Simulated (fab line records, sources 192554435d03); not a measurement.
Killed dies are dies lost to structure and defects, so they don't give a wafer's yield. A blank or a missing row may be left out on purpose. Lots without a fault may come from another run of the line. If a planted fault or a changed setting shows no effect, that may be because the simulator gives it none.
fab line records	flow n5-finfet
record: lots: 5	wafers: 15	last-day: 17
route steps=1938 shown BEOL_M12@1604
lots that met no fault: taken from a fault-free run of the same line
start-h: hours from the record's opening day to when the first of the lot's shown wafers began	wait-h: how many hours have passed since the lot's step before this one	" unchanged from the row above	L1.1+2: a row that stands for several wafers	- no value, or no start was given	* or withheld: withheld	< > ~ a bound
route shown NAME@n: NAME is a module with steps in the file, n the number in the route of the first one	usual: mean/standard deviation of fault-free wafers	same: alike in all rows	chamber/n: place in a boat	sites: readings site by site	_std_site: their standard deviation	_edge_site: mean of outer sites minus mean of inner sites	radius-mm: how far each site lies from the wafer's centre	mask NAME#n: copy n	behind: the most recent tool/chamber to have shaped the wafer	hold: what put the lot on hold/how long, in hours/how the hold closed	device: transistor that didn't switch, given as n, p or np	end of line: the same wafers' tests at the end of the route	step lacking rows: just its recipe	killed: the dies lost at the first sort to structure and to defects; this is not the yield of the wafer	map: a wafer's dies, marking killed ones x, the rest . and places with no die _
set.NAME: the setting as run; set.NAME@STEP: as run at that earlier step	model.NAME: the simulator's own value behind a step, which no gauge read
lots seen at some steps along the route; tables by step, rows by wafer
services: the hour from which a tool's chamber was out of use, counted from the record's first day as start-h (under 0 if before that day), plus the number of hours and why
== steps ==
step: N5_BEOL_M12_COAT_58
recipe: resist: BARC	temp-c: 205	time-s: 60	spin-rpm: 1500	resist-thk-nm: 89
step: N5_BEOL_M12_COAT_04
recipe: spin-rpm: 1625	resist-thk-nm: 400
step: N5_BEOL_M12_EBR_06
recipe: solvent: PGMEA	ebr-width-mm: 1.5
step: N5_BEOL_M12_SOFTBAKE_05
recipe: temp-c: 130	time-s: 60
step: N5_BEOL_M12_EXPOSE_07
recipe: mask-id: V11	na: 0.93	source-shape: conventional	sigma-outer: 0.6	polarization: unpolarized	attpsm-phase-deg: 180	dose-mj: 32.5
step: N5_BEOL_M12_PEB_08
recipe: peb-temp-c: 130	peb-time-s: 90
step: N5_BEOL_M12_DEVELOP_09
recipe: develop-time-s: 45	rinse-liquid: diw	dry: air-spin	dev-temp-c: 21
step: N5_BEOL_M12_HARDBAKE_14
recipe: temp-c: 130	time-s: 120
step: N5_BEOL_M12_CD_MEAS_10
recipe: target-cd-nm: 140	landing-energy-ev: 500	detector: se-inlens	polarity: opening
usual: cd-nm: 140.7/1.9
lot.wafer	tool	chamber	start-h	wait-h	cd-nm
L472.1	cd-sem-03	0	277.50	-	141.8
L472.4	"	0	"	"	140.0
L472.5	"	0	"	"	142.9
L475.1	cd-sem-02	0	289.64	-	138.3
L475.4	"	0	"	"	140.9
L475.5	"	0	"	"	141.2
L486.1	cd-sem-03	0	354.93	-	139.6
L486.3	"	0	"	"	136.3
L486.4	"	0	"	"	141.0
L488.1	cd-sem-02	0	365.22	-	140.7
L488.2	"	0	"	"	142.9
L488.3	"	0	"	"	140.0
L489.3	cd-sem-01	0	375.29	-	143.1
L489.4	"	0	"	"	141.4
L489.5	"	0	"	"	138.8
step: N5_BEOL_M12_OVL_MEAS_11
recipe: points-per-wafer: 44
usual: V11_OVL: 2/5.9
same: points-per-wafer: 44
lot.wafer	tool	chamber	start-h	wait-h	V11_OVL[nm]
L472.1	overlay-02	0	277.53	0.0	4
L472.4	"	0	"	"	7
L472.5	"	0	"	"	0
L475.1	overlay-02	0	289.67	0.0	13
L475.4	"	0	"	"	6
L475.5	"	0	"	"	8
L486.1	overlay-01	0	354.96	0.0	8
L486.3	"	0	"	"	7
L486.4	"	0	"	"	7
L488.1	overlay-02	0	365.25	0.0	4
L488.2	"	0	"	"	-3
L488.3	"	0	"	"	5
L489.3	overlay-02	0	375.32	0.0	2
L489.4	"	0	"	"	-1
L489.5	"	0	"	"	0
step: N5_BEOL_M12_INSPECT_12
recipe: mode: adi	inspect-instrument: macro
usual: raw-defect-count: 2.0/1.5
lot.wafer	tool	chamber	start-h	wait-h	raw-defect-count
L472.1	defect-inspect-02	-	277.55	0.0	3
L472.4	"	-	"	"	3
L472.5	"	-	"	"	2
L475.1	defect-inspect-02	-	289.69	0.0	2
L475.4	"	-	"	"	0
L475.5	"	-	"	"	0
L486.1	defect-inspect-02	-	354.98	0.0	3
L486.3	"	-	"	"	3
L486.4	"	-	"	"	3
L488.1	defect-inspect-02	-	365.28	0.0	0
L488.2	"	-	"	"	2
L488.3	"	-	"	"	2
L489.3	defect-inspect-02	-	375.34	0.0	0
L489.4	"	-	"	"	1
L489.5	"	-	"	"	1
step: N5_BEOL_M12_DESCUM_15
recipe: chemistry: O2	time-s: 7.9	source-power-w: 50	bias-power-w: 20	pressure-mtorr: 20	rf-frequency-hz: 2.712e+07	temp-c: 40	o2-flow-sccm: 225
usual: drypump-motor-current-A: 5.7/0.54	oes-product-au: 0.80/0.092	rf-vpp-V: 243.3/1.2	showerhead-plenum-p-Torr: 2.10/0.059	throttle-valve-pct: 20.46/0.25
lot.wafer	tool	chamber	start-h	wait-h	drypump-motor-current-A	oes-product-au	rf-hours-counter-h	rf-vpp-V	showerhead-plenum-p-Torr	throttle-valve-pct
L472.1	rie-diel-06	0	277.58	0.0	4.9	0.81	81	242.1	2.05	20.64
L472.4	"	3	"	"	5.8	0.72	196	243.2	2.08	20.74
L472.5	"	3	"	"	5.8	0.71	-	242.2	2.08	20.75
L475.1	rie-diel-05	3	289.72	0.0	5.7	0.80	92	245.4	2.18	20.08
L475.4	"	1	"	"	5.7	0.75	138	244.5	2.18	20.60
L475.5	"	3	"	"	5.7	0.80	-	244.3	2.18	20.07
L486.1	rie-diel-05	3	355.42	0.4	5.7	0.79	114	244.0	2.18	20.09
L486.3	"	0	"	"	6.6	0.90	42	242.4	2.04	20.09
L486.4	"	1	"	"	5.8	0.73	162	243.4	2.17	20.64
L488.1	rie-diel-01	3	365.31	0.0	5.2	0.92	15	243.3	2.15	20.60
L488.2	"	0	"	"	5.2	0.76	131	242.6	2.01	20.52
L488.3	"	2	"	"	6.1	0.99	0	244.4	2.16	20.38
L489.3	rie-diel-01	1	375.37	0.0	5.9	0.82	75	242.0	2.03	20.44
L489.4	"	0	"	"	5.1	0.75	134	242.1	2.01	20.55
L489.5	"	0	"	"	5.1	0.76	-	242.2	2.01	20.52
step: N5_BEOL_M12_ETCH_59
recipe: chemistry: N2/H2	target: BARC	target-depth-a: 890	overetch-a: 267	time-s: 67.9	ion-energy-ev: 200	pressure-mtorr: 30	source-w: 840	bias-w: 150	n2-flow-sccm: 200	h2-flow-sccm: 200
usual: drypump-motor-current-A: 5.7/0.54	oes-product-au: 0.69/0.076	rf-vpp-V: 524.1/2.2	showerhead-plenum-p-Torr: 2.55/0.077	throttle-valve-pct: 17.85/0.22
lot.wafer	tool	chamber	start-h	wait-h	drypump-motor-current-A	oes-product-au	rf-hours-counter-h	rf-vpp-V	showerhead-plenum-p-Torr	throttle-valve-pct	model.coat_of_BEOL_M12_COAT_04.thk-nm
L472.1	rie-diel-06	0	277.62	0.0	4.9	0.69	81	523.5	2.47	17.88	318.2
L472.4	"	3	"	"	5.8	0.61	196	524.1	2.53	18.14	318
L472.5	"	3	"	"	5.8	0.60	-	522.8	2.53	18.14	317.6
L475.1	rie-diel-05	3	289.76	0.0	5.7	0.68	92	528.5	2.67	17.60	318.2
L475.4	"	1	"	"	5.7	0.64	138	527.9	2.65	18.08	319.8
L475.5	"	3	"	"	5.7	0.69	-	527.8	2.67	17.59	319.6
L486.1	rie-diel-05	3	355.46	0.0	5.7	0.67	114	525.6	2.66	17.63	284.2
L486.3	"	0	"	"	6.6	0.76	42	522.8	2.48	17.64	317.2
L486.4	"	1	"	"	5.8	0.63	162	525.9	2.64	18.14	319.4
L488.1	rie-diel-01	3	365.35	0.0	5.2	0.79	15	525.4	2.58	17.82	318.2
L488.2	"	0	"	"	5.2	0.65	131	520.3	2.43	17.81	321.4
L488.3	"	2	"	"	6.1	0.83	0	525.2	2.62	17.80	316.2
L489.3	rie-diel-01	1	375.41	0.0	6.0	0.72	75	522.6	2.47	17.85	316
L489.4	"	0	"	"	5.2	0.65	134	520.5	2.43	17.83	319.2
L489.5	"	0	"	"	5.1	0.65	-	520.4	2.42	17.82	318.6
step: N5_BEOL_M12_VIA_ETCH_16
recipe: chemistry: C4F8/O2/Ar	target: SiOC	pressure-mtorr: 30	source-w: 3000	bias-w: 700	Ar_flow_sccm: 400	C4F8_flow_sccm: 15	O2_flow_sccm: 8	he-inner-torr: 15	he-outer-torr: 30	target-depth-a: 7248	time-s: withheld	ion-energy-ev: 250	ends: cleared
usual: C4F8_flow_sccm: 15.00/0.043	drypump-motor-current-A: 5.7/0.54	mfc-ar-sccm: 399.9/1.2	oes-product-au: 0.73/0.083	rf-vpp-V: 665.9/2.8	showerhead-plenum-p-Torr: 3.43/0.095	throttle-valve-pct: 24.22/0.18
lot.wafer	tool	chamber	start-h	wait-h	C4F8_flow_sccm	drypump-motor-current-A	mfc-ar-sccm	oes-product-au	rf-vpp-V	showerhead-plenum-p-Torr	throttle-valve-pct	model.coat_of_BEOL_M12_COAT_04.thk-nm
L472.1	rie-diel-06	0	277.67	0.0	15.00	4.9	401.9	0.72	662.9	3.30	24.14	122.8
L472.4	"	3	"	"	15.02	5.8	401.8	0.64	664.2	3.37	24.34	120.6
L472.5	"	3	"	"	15.08	5.8	400.0	0.64	665.1	3.37	24.34	122.2
L475.1	rie-diel-05	3	289.81	0.0	14.93	5.7	398.6	0.71	669.2	3.57	23.91	126.6
L475.4	"	1	"	"	14.99	5.8	402.4	0.67	669.6	3.54	24.37	123.6
L475.5	"	3	"	"	14.93	5.7	399.7	0.72	670.0	3.57	23.91	123
L486.1	rie-diel-05	3	355.51	0.0	14.92	5.7	400.7	0.70	669.4	3.56	23.94	92
L486.3	"	0	"	"	14.98	6.6	399.5	0.81	662.5	3.37	24.02	123.8
L486.4	"	1	"	"	14.99	5.8	399.6	0.67	670.1	3.53	24.42	122.2
L488.1	rie-diel-01	3	365.40	0.0	15.02	5.3	399.7	0.83	666.8	3.50	24.40	126
L488.2	"	0	"	"	15.04	5.1	398.3	0.69	662.5	3.30	24.35	129.6
L488.3	"	2	"	"	15.02	6.1	400.8	0.89	667.5	3.50	24.08	122
L489.3	rie-diel-01	1	375.46	0.0	15.06	5.9	398.8	0.75	662.2	3.32	24.17	120.6
L489.4	"	0	"	"	14.94	5.1	400.6	0.67	662.0	3.30	24.34	119.2
L489.5	"	0	"	"	14.97	5.1	399.5	0.68	663.1	3.30	24.36	120.2
step: N5_BEOL_M12_STRIP_63
recipe: chemistry: N2/H2	power-w: 1000	temp-c: 250	h2-frac: 0.65	overash-fraction: 0.3	pressure-mtorr: 1000	n2-flow-sccm: 1750	h2-flow-sccm: 3250
usual: drypump-motor-current-A: 5.9/0.35	heater-power-w: 337/24	oes-product-au: 0.693/0.0044	strip-time-to-endpoint-s: 42.5/0.87
lot.wafer	tool	chamber	start-h	wait-h	drypump-motor-current-A	heater-power-w	oes-product-au	rf-hours-counter-h	strip-time-to-endpoint-s
L472.1	plasma-asher-02	1	277.87	-	6.0	331	0.691	76	42.4
L472.4	"	0	"	"	6.2	348	0.688	-	41.8
L472.5	"	0	"	"	6.2	356	0.686	-	42.3
L475.1	plasma-asher-02	1	290.01	-	6.0	335	0.696	79	43.4
L475.4	"	0	"	"	6.2	349	0.687	-	42.7
L475.5	"	1	"	"	6.0	333	0.692	-	42.5
L486.1	plasma-asher-01	0	355.71	-	5.3	367	0.679	137	34.0
L486.3	"	0	"	"	5.2	358	0.689	-	42.7
L486.4	"	1	"	"	6.0	291	0.689	-	42.3
L488.1	plasma-asher-01	0	365.60	-	5.2	362	0.699	139	43.3
L488.2	"	1	"	"	6.1	305	0.704	139	44.2
L488.3	"	1	"	"	6.0	301	0.685	-	42.2
L489.3	plasma-asher-01	1	375.68	-	6.0	304	0.689	-	41.9
L489.4	"	0	"	"	5.3	368	0.686	-	41.4
L489.5	"	1	"	"	6.0	297	0.690	-	41.7
step: N5_BEOL_M12_STRIP_64
recipe: chemistry: N2/H2	power-w: 1000	temp-c: 250	h2-frac: 0.65	overash-fraction: 0.3	pressure-mtorr: withheld	n2-flow-sccm: 1750	h2-flow-sccm: 3250
usual: drypump-motor-current-A: 5.9/0.35	heater-power-w: 338/23	oes-product-au: 0.715/0.0046	strip-time-to-endpoint-s: 31.34/0.085
lot.wafer	tool	chamber	start-h	wait-h	drypump-motor-current-A	heater-power-w	oes-product-au	rf-hours-counter-h	strip-time-to-endpoint-s
L472.1	plasma-asher-02	1	277.93	0.0	6.0	338	0.712	76	31.32
L472.4	"	0	"	"	6.2	350	0.712	-	31.37
L472.5	"	0	"	"	6.2	352	0.714	-	31.24
L475.1	plasma-asher-02	1	290.07	0.0	6.0	345	0.716	79	31.27
L475.4	"	0	"	"	6.2	351	0.716	-	31.27
L475.5	"	1	"	"	6.0	326	0.711	-	31.37
L486.1	plasma-asher-01	0	355.77	0.0	5.3	366	0.715	137	31.33
L486.3	"	0	"	"	5.3	365	0.713	-	31.45
L486.4	"	1	"	"	6.0	299	0.711	-	31.33
L488.1	plasma-asher-01	0	365.66	0.0	5.3	359	0.717	139	31.35
L488.2	"	1	"	"	6.1	295	0.716	139	31.34
L488.3	"	1	"	"	6.1	299	0.715	-	31.34
L489.3	plasma-asher-01	1	375.74	0.0	6.0	302	0.719	-	31.33
L489.4	"	0	"	"	5.2	357	0.713	-	31.40
L489.5	"	1	"	"	6.0	292	0.712	-	31.32
step: N5_BEOL_M12_STRIP_71
recipe: chemistry: post-etch-residue-remover	time-s: 60	temp-c: 25	remover-ph: withheld	remover-water-wt-pct: withheld	remover-fluoride-wt-pct: withheld
step: N5_BEOL_M12_SRD_72
recipe: time-s: 30	temp-c: 23	rinse-liquid: diw	dry: n2-spin	spin-rpm: 1500	dry-time-s: 30
step: N5_BEOL_M12_CD_MEAS_17
recipe: target-cd-nm: 140	polarity: opening
usual: cd-nm: 141.4/2.1
lot.wafer	tool	chamber	start-h	wait-h	cd-nm
L472.1	cd-sem-03	-	278.08	0.0	142.2
L472.4	"	-	"	"	140.6
L472.5	"	-	"	"	143.7
L475.1	cd-sem-03	-	290.22	0.0	140.3
L475.4	"	-	"	"	141.5
L475.5	"	-	"	"	142.7
L486.1	cd-sem-03	-	355.93	0.0	148.7
L486.3	"	-	"	"	137.6
L486.4	"	-	"	"	140.6
L488.1	cd-sem-03	-	365.80	0.0	140.8
L488.2	"	-	"	"	142.4
L488.3	"	-	"	"	140.3
L489.3	cd-sem-03	-	375.87	0.0	143.5
L489.4	"	-	"	"	140.9
L489.5	"	-	"	"	139.1
step: N5_BEOL_M12_COAT_65
recipe: resist: SOC	temp-c: 250	time-s: 60	spin-rpm: 1500	resist-thk-nm: 300
== services ==
tool	chamber	start-h	hours	kind
rie-diel-05	2	263.06	-	clean
rie-diel-05	2	263.06	-	consumable-replace:focus-ring
rie-diel-05	2	263.06	23.8	scheduled-down
rie-diel-05	2	263.06	23.8	vent-cycle
plasma-asher-01	-	263.14	2.8	pm
rie-diel-01	2	285.88	1.5	repair
rie-diel-01	0	288.34	2.1	repair
rie-diel-01	3	305.54	-	clean
rie-diel-01	3	305.54	-	consumable-replace:focus-ring
rie-diel-01	3	305.54	19.3	scheduled-down
rie-diel-01	3	305.54	19.3	vent-cycle
rie-diel-06	3	325.99	4.0	repair
rie-diel-06	2	334.33	4.9	repair
rie-diel-06	3	343.16	4.0	repair
rie-diel-01	2	351.41	-	clean
rie-diel-01	2	351.41	-	consumable-replace:focus-ring
rie-diel-01	2	351.41	12.2	scheduled-down
rie-diel-01	2	351.41	12.2	vent-cycle
== key ==
first-sign: step: N5_BEOL_M12_STRIP_63	reading: strip-time-to-endpoint-s	direction: down	sigmas: 9.9	usual: *	struck: *
effect: step: N5_BEOL_M12_STRIP_63	reading: oes-product-au	direction: down	sigmas: 3	usual: 0.693	struck: 0.679
effect: step: N5_BEOL_M12_CD_MEAS_17	reading: cd-nm	direction: up	sigmas: 3.5	usual: 141.4	struck: 148.7
model-effect: step: N5_BEOL_M12_ETCH_59	value: coat_of_BEOL_M12_COAT_04.thk-nm	without: 319.6	struck: 284.2
model-effect: step: N5_BEOL_M12_VIA_ETCH_16	value: coat_of_BEOL_M12_COAT_04.thk-nm	without: 127.4	struck: 92
met-at N5_BEOL_M12_ETCH_59
struck-wafers L486.1
onset-between 289.76 355.46
fault: kind: process-parameter-drift	tool: rie-diel-05	chamber: -	onset-h: 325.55	steps: N5_BEOL_M12_ETCH_59	channel: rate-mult	offset: 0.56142	shape: step	end-h: 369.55	scope: struck-wafers-only
